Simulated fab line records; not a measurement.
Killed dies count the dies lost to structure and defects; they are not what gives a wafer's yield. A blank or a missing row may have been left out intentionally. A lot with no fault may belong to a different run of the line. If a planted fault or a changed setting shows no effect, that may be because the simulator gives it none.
Chamber matching ; flow n5_finfet ; N5_BEOL_M0_SAQP_ETCH_88 on rie_diel-02 has 4 sister chambers
The step etches underlayer in N2/H2, target depth 6.5 nm, time 5.2 s. 14 wafers are shown with their chamber, then 7 later ones without.

## WAFERS, EACH WITH ITS CHAMBER
wafer;chamber;showerhead_plenum_p_Torr (Torr);throttle_valve_pct (%);oes_product_au (a.u.)
L079.1;1;2.50;17.87;0.72
L079.4;0;2.62;18.16;0.60
L079.6;0;2.62;18.14;0.60
L080.2;0;2.62;18.15;0.61
L080.5;1;2.50;17.86;0.71
L080.6;0;2.62;18.17;0.60
L082.2;2;2.55;17.79;0.68
L082.4;1;2.50;17.88;0.72
L082.5;2;2.55;17.75;0.66
L088.2;2;2.54;17.82;0.65
L088.3;3;2.51;17.72;0.81
L088.5;3;2.51;17.73;0.82
L093.2;3;2.50;17.74;0.81
L093.3;1;2.49;17.89;0.70

SIGNATURES (averages over the wafers above)
reading;chamber 0;chamber 1;chamber 2;chamber 3;scatter within a chamber
showerhead_plenum_p_Torr;2.6200;2.4975;2.5467;2.5067;0.00456
throttle_valve_pct;18.1550;17.8750;17.7867;17.7300;0.0191
oes_product_au;0.6025;0.7125;0.6633;0.8133;0.0094
Rule: distance of a wafer from a chamber = root of the sum over the readings of ((wafer's reading minus chamber's mean) / reading's scatter) squared. The wafer belongs to the nearest chamber; if the next one is less than 2 further off, it can't be placed. The scatter: take each reading less its chamber's mean, square it, sum over the shown wafers, divide by the number of wafers less the number of chambers, and take the root.

## WAFERS WITHOUT THEIR CHAMBER
wafer;showerhead_plenum_p_Torr (Torr);throttle_valve_pct (%);oes_product_au (a.u.)
L093.5;2.49;17.92;0.70
L095.1;2.50;17.73;0.80
L095.3;2.54;17.81;0.65
L095.5;2.49;17.91;0.69
L097.1;2.50;17.74;0.77
L097.3;2.49;17.91;0.68
L097.5;2.49;17.92;0.68

## WHICH CHAMBER EACH WENT THROUGH
wafer;from the rows above;in truth
L093.5;1;1
L095.1;3;3
L095.3;2;2
L095.5;1;1
L097.1;3;3
L097.3;1;1
L097.5;1;1
Placed correctly: 7 of 7. Can't be placed from these rows: 0. 0 placed wrongly.
